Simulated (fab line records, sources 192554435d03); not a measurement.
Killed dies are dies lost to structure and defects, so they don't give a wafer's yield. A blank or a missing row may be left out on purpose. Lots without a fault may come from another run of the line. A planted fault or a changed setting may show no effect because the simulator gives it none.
A struck lot beside a sound one | flow n5_finfet | 24 steps out of a route of 1938
Sound: wafers L420.1, L420.2, L420.3. Struck: wafers L431.3, L431.5, L431.6. The cause comes at the end.
At each step with rows: each side's tool, then ch and its chambers, then its first start. Under that, the readings that differ: sound wafers | struck wafers | difference of the means | sigmas: that difference in standard deviations of wafers without a fault.
alike: readings whose means differ by less than 2 such deviations, and words and numbers that are the same on both sides. not compared: withheld readings, readings that some wafer has no value for, bounds like >300 that may hide the same value, and numbers for which the record gives no deviation and whose values overlap.
The two part at a step that has a row with sigmas, a row that says differs or no value, or rows on one side only. Numbers that don't overlap but have no deviation are shown without sigmas and don't part them. A reading that every wafer of one side lacks parts them only if that side has two wafers or more.

first, 8 steps without rows for these wafers: N5_BEOL_M7_ANNEAL_51 (time 90 s); N5_BEOL_M7_CMP_52 (polishes, stops on SiCOH lowk, t overpolish 6.9 s, target thk 80 nm); N5_BEOL_M7_PRE_CLEAN_55 (time 15 s); N5_BEOL_M7_DEP_56 (deposits SiCN from 3MS/NH3, target thk 10 nm, time 17.5 s); N5_BEOL_M8_ILD_DEP_00 (deposits SiCOH lowk from DEMS/porogen, target thk 179.75 nm, time 33.4 s); N5_BEOL_M8_CURE_74 (cures SiCOH lowk, time 240 s); N5_BEOL_M8_PECVD_70 (deposits SiO2 from TEOS/O2, target thk 20 nm, time 22.7 s); N5_BEOL_M8_HM_DEP_02 (deposits TiN, target thk 20 nm).
N5_BEOL_M8_COAT_59: time 60 s, resist thk 100 nm.
  sound on litho_track-02 ch 0, day 11 03:05; struck on litho_track-02 ch 0, day 14 06:29
  reading                                  | sound                | struck               | difference | sigmas
  spin_speed_rpm (rpm)                     | 1499.1 1498.9 1500.6 | 1453.1 1453.4 1454.8 | -45.8      | -49
  model.SOC_of_BEOL_M8_COAT_59.thk_nm (nm) | 100.4 100.2 100.6    | 102 102.4 102        | +2         |
  alike: exhaust_pa
then, 9 steps without rows for these wafers: N5_BEOL_M8_COAT_60 (time 60 s, resist thk 35 nm); N5_BEOL_M8_COAT_05 (resist thk 90 nm); N5_BEOL_M8_EBR_07; N5_BEOL_M8_SOFTBAKE_06 (time 60 s); N5_BEOL_M8_EXPOSE_08 (exposes mask M8); N5_BEOL_M8_PEB_09 (peb time 60 s); N5_BEOL_M8_DEVELOP_10 (develop time 30 s); N5_BEOL_M8_DESCUM_16 (chemistry O2, time 7.9 s); N5_BEOL_M8_ETCH_61 (etches SiARC in CF4, target depth 45.5 nm, time 75.8 s).
N5_BEOL_M8_ETCH_62: etches SOC in N2/H2, target depth 110 nm, overetch 22 nm, time 165 s.
  sound on rie_diel-05 ch 0,1,3, day 11 03:34; struck on rie_diel-02 ch 0,1, day 14 07:02
  reading                  | sound             | struck        | difference | sigmas
  model.etch.depth_nm (nm) | 100.4 100.2 100.6 | 102 102.4 102 | +2         |
  alike: bias_w, drypump_motor_current_A, oes_product_au, rf_fwd_power_W, rf_vpp_V, showerhead_plenum_p_Torr, throttle_valve_pct
  not compared: rf_hours_counter_h
then, 2 steps without rows for these wafers: N5_BEOL_M8_STRIP_68 (strips in N2/H2); N5_BEOL_M8_STRIP_67 (strips in CF4).
N5_BEOL_M8_HM_OPEN_17: chemistry Cl2/BCl3, target TiN, target depth 20 nm, overetch 6 nm.
  sound on rie_metal-03 ch 0,1, day 11 03:46; struck on rie_metal-02 ch 0,1, day 14 07:16
  reading                                  | sound          | struck     | difference | sigmas
  model.SOC_of_BEOL_M8_COAT_59.thk_nm (nm) | 92.4 92.2 92.4 | 94 94.6 94 | +2         |
  alike: bias_w, drypump_motor_current_A, mfc_ar_sccm, mfc_cl2_sccm, oes_ar_750_au, oes_product_au, rf_fwd_power_W, throttle_valve_pct
  not compared: rf_hours_counter_h
then, 1 step without rows for these wafers: N5_BEOL_M8_STRIP_19 (strips in O2).
-- the record jumps here: 3 days lie between the struck wafers' starts before and after (it left off in module BEOL_M8 and takes up again in module PASSIVATION, whose first step shown is number 1936 of the route) --
N5_PASSIVATION_PROBE_49:
  the record has rows for the struck wafers here (prober-01, day 17 07:48) and none for the sound ones

WHERE THEY PART
First at N5_BEOL_M8_COAT_59; last, within this record, at N5_PASSIVATION_PROBE_49.

WHY: what the simulator had put in
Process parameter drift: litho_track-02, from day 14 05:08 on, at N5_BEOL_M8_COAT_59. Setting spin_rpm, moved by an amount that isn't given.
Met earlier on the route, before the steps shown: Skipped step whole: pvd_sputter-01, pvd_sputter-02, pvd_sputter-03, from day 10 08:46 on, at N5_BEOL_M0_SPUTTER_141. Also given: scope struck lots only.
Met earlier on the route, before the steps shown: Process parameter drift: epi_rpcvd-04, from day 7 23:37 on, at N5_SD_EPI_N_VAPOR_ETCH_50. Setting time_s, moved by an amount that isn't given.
